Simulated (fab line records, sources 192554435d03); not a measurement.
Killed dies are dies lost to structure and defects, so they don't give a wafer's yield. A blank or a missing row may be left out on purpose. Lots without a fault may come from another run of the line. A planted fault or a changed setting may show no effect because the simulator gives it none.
A struck lot beside a sound one | flow n5_finfet | 39 steps out of a route of 1938
Sound: wafers L893.1, L893.5, L893.6. Struck: wafer L904.5. (L904.6 of the same lot was not struck and is left out.) The cause comes at the end.
At each step with rows: each side's tool, then ch and its chambers, then its first start. Under that, the readings that differ: sound wafers | struck wafers | difference of the means | sigmas: that difference in standard deviations of wafers without a fault.
alike: readings whose means differ by less than 2 such deviations, and words and numbers that are the same on both sides. not compared: withheld readings, readings that some wafer has no value for, bounds like >300 that may hide the same value, and numbers for which the record gives no deviation and whose values overlap.
The two part at a step that has a row with sigmas, a row that says differs or no value, or rows on one side only. Numbers that don't overlap but have no deviation are shown without sigmas and don't part them. A reading that every wafer of one side lacks parts them only if that side has two wafers or more.

first, 9 steps without rows for these wafers: N5_BEOL_M1_COAT_22 (resist thk 30 nm); N5_BEOL_M1_EBR_24; N5_BEOL_M1_SOFTBAKE_23 (time 60 s); N5_BEOL_M1_EXPOSE_25 (exposes mask V0, defocus 5 nm, target cd 24 nm); N5_BEOL_M1_PEB_26 (peb time 60 s); N5_BEOL_M1_DEVELOP_27 (develop time 30 s); N5_BEOL_M1_DESCUM_33 (chemistry O2, time 7 s); N5_BEOL_M1_ETCH_77 (etches underlayer in N2/H2, target depth 6.5 nm, time 5.2 s); N5_BEOL_M1_ETCH_69 (etches SiARC in CF4, target depth 15.6 nm, time 26 s).
N5_BEOL_M1_ALD_98: deposits SiO2, target thk 2.5 nm, pulse time 1 s, co reactant pulse time 1 s.
  sound on ald_sin-01 ch 0,1, day 6 17:25; struck on ald_sin-01 ch 1, day 9 04:52
  reading                                  | sound             | struck | difference | sigmas
  ald_cycles                               | 17 17 17          | 25     | +8         |
  precursor_pulse_height_rel               | 1.030 1.036 1.030 | 0.982  | -0.050     | -3
  model.SiO2_of_BEOL_M1_ALD_98.thk_nm (nm) | 2.6 2.6 2.4       | 3.6    | +1.1       |
  alike: heater_power_outer_w, heater_power_w
then, 4 steps without rows for these wafers: N5_BEOL_M1_ETCHBACK_99 (etches SiO2 in CHF3, target depth 5 nm, time 10.4 s); N5_BEOL_M1_ETCH_70 (etches SOC in N2/H2, target depth 80 nm, overetch 16 nm, time 120 s); N5_BEOL_M1_STRIP_71 (strips in N2/H2); N5_BEOL_M1_STRIP_78 (strips in N2/H2).
N5_BEOL_M1_VIA_ETCH_34: etches the open film in C4F6/O2, target depth 67.8 nm, time 64.4 s.
  sound on rie_diel-06 ch 0,1,2, day 8 03:55; struck on rie_diel-05 ch 0, day 9 12:00
  reading                  | sound          | struck | difference | sigmas
  model.BEOL_M1.cd_nm (nm) | 18.2 17.8 17.6 | 15.8   | -2.1       |
  alike: drypump_motor_current_A, oes_product_au, rf_vpp_V, showerhead_plenum_p_Torr, throttle_valve_pct
  not compared: rf_hours_counter_h
then, 22 steps without rows for these wafers: N5_BEOL_M1_STRIP_83 (strips in C4F6/O2); N5_BEOL_M1_STRIP_36 (strips in N2/H2); N5_BEOL_M1_TRENCH_ETCH_37 (etches SiOC in C4F6/O2, target depth 55.207 nm, time 29 s); N5_BEOL_M1_ETCH_41 (etches SiCN in CH3F/O2, target depth 31.9 nm, time 57.8 s); N5_BEOL_M1_STRIP_97 (strips in N2/H2, time 10 s); N5_BEOL_M1_HM_STRIP_39 (strips TiN in peroxide tin strip, target depth 25 nm, time 158 s); N5_BEOL_M1_SRD_40 (time 30 s); N5_BEOL_M1_PRECLEAN_42 (cleans in residue remover, time 60 s); N5_BEOL_M1_SRD_43 (time 30 s); N5_BEOL_M1_DEGAS_44 (time 60 s); N5_BEOL_M1_PRE_CLEAN_45 (time 30 s); N5_BEOL_M1_ALD_84 (deposits TaN, pulse time 2 s, purge time 3 s, co reactant purge time 2 s); N5_BEOL_M1_SURFACE_TREAT_85; N5_BEOL_M1_CVD_47 (deposits Co from CCTBA/H2, target thk 3 nm, time 223.8 s); N5_BEOL_M1_SPUTTER_48 (material Cu, target thk 4.5 nm, time 8.29 s); N5_BEOL_M1_ANNEAL_49 (time 240 s); N5_BEOL_M1_SPUTTER_79 (material Cu, target thk 4.5 nm, time 8.29 s); N5_BEOL_M1_ANNEAL_80 (time 240 s); N5_BEOL_M1_SPUTTER_81 (material Cu, target thk 4.5 nm, time 8.29 s); N5_BEOL_M1_ANNEAL_82 (time 240 s); N5_BEOL_M1_SPUTTER_86 (material Cu, target thk 4.5 nm, time 8.29 s); N5_BEOL_M1_ANNEAL_87 (time 240 s).
-- the record jumps here: 4 days lie between the struck wafers' starts before and after (it left off in module BEOL_M1 and takes up again in module BEOL_M4, whose first step shown is number 1111 of the route) --
N5_BEOL_M4_RC_MEAS_101:
  sound on prober-01 ch 0, day 12 07:42; struck on prober-02 ch 0, day 13 09:45
  reading                      | sound       | struck | difference | sigmas
  CHAIN_V0 (ohm/link)          | 245 245 255 | 279    | +31        | +2
  CHAIN_V0_max_site (ohm/link) | 251 253 266 | 292    | +35        | +3
  alike: DIBL_N, DIBL_P, IOFF_N, IOFF_P, ION_N, ION_P, SS_N, SS_P, VT_N, VT_P
-- the record jumps here: 5 days lie between the struck wafers' starts before and after (it left off in module BEOL_M4 and takes up again in module PASSIVATION, whose first step shown is number 1936 of the route) --
N5_PASSIVATION_PROBE_49:
  sound on prober-01, day 16 10:29; struck on prober-02, day 18 21:20
  reading                  | sound          | struck | difference | sigmas
  defect_limited_yield (%) | 90.8 92.5 90.6 | 86.5   | -4.8       | -3
  killed_at_M0_to_M3       | 35 32 32       | 81     | +48        | +4
  killed_dies              | 108 88 111     | 159    | +57        | +3
  killed_on_rim            | 19 6 21        | 46     | +31        | +7
  sort_bin_5_function (%)  | 5.4 4.4 4.7    | 10.3   | +5.5       | +5
  sort_n_pass              | 1072 1092 1069 | 1021   | -57        | -3
  sort_yield_pct (%)       | 90.8 92.5 90.6 | 86.5   | -4.8       | -3
  alike: killed_at_M4_up, killed_at_contacts, killed_at_front_end, killed_at_other, killed_open, killed_short, sort_bin_6_memory, sort_bin_8_speed

WHERE THEY PART
First at N5_BEOL_M1_ALD_98; last, within this record, at N5_PASSIVATION_PROBE_49.

WHY: what the simulator had put in
Process parameter drift: ald_sin-01, from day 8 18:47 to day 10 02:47, at N5_BEOL_M1_ALD_98. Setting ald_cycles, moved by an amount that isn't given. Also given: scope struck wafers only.
